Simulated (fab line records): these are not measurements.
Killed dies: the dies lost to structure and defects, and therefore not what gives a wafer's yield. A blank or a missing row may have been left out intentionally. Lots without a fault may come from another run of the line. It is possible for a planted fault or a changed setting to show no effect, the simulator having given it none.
Chamber matching    flow n5 finfet    N5_BEOL_M11_CURE_71 on uv cure-02: 3 sister chambers
The step cures SiCOH lowk, time 240 s. 14 wafers are shown with their chamber, then 7 later ones without.

## EACH WAFER AND ITS CHAMBER
wafer   chamber  wafer_temp_C_max  lamp power pct (%)
L074.2  2        387.1             52.29
L074.3  2        387.4             52.37
L074.5  2        386.7             52.28
L076.3  1        386.0             52.24
L076.4  1        386.6             52.33
L076.6  1        386.1             52.40
L078.1  0        386.9             52.30
L078.3  0        386.6             52.27
L078.5  0        386.7             52.27
L080.1  0        386.3             52.24
L080.2  0        386.4             52.34
L080.4  0        386.4             52.38
L092.1  1        386.3             52.31
L092.2  1        386.6             52.40

SIGNATURES (means of the wafers above)
reading           chamber 0  chamber 1  chamber 2  scatter within a chamber
wafer_temp_C_max  386.550    386.320    387.067    0.271
lamp power pct    52.3000    52.3360    52.3133    0.0575
Rule: distance of a wafer from a chamber = root of the sum over the readings of ((wafer's reading minus chamber's mean) / reading's scatter) squared. The wafer belongs to the nearest chamber; if the next one is less than 2 further off, it can't be placed. How the scatter is found: for the shown wafers, subtract from each reading the mean of its chamber, square and add these, divide the total by (wafers less chambers), then take the root.

## WAFERS WITHOUT THEIR CHAMBER
wafer   wafer_temp_C_max  lamp power pct (%)
L092.3  386.0             52.29
L095.1  386.3             52.29
L095.2  386.0             52.34
L095.3  386.0             52.33
L097.1  386.2             52.39
L097.3  385.8             52.36
L097.6  386.3             52.24

## WHICH CHAMBER EACH ONE RAN IN
wafer   from the rows above           in truth
L092.3  can't be placed: 1 or 0       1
L095.1  can't be placed: 1 or 0       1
L095.2  can't be placed: 1 or 0       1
L095.3  can't be placed: 1 or 0       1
L097.1  can't be placed: 1 or 0       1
L097.3  can't be placed: 1 or 0       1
L097.6  can't be placed: 0 or 1 or 2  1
Placed correctly: 0 of 7. Unplaceable from these rows: 7, with the true chamber sitting among the candidates in 7. 0 placed wrongly.
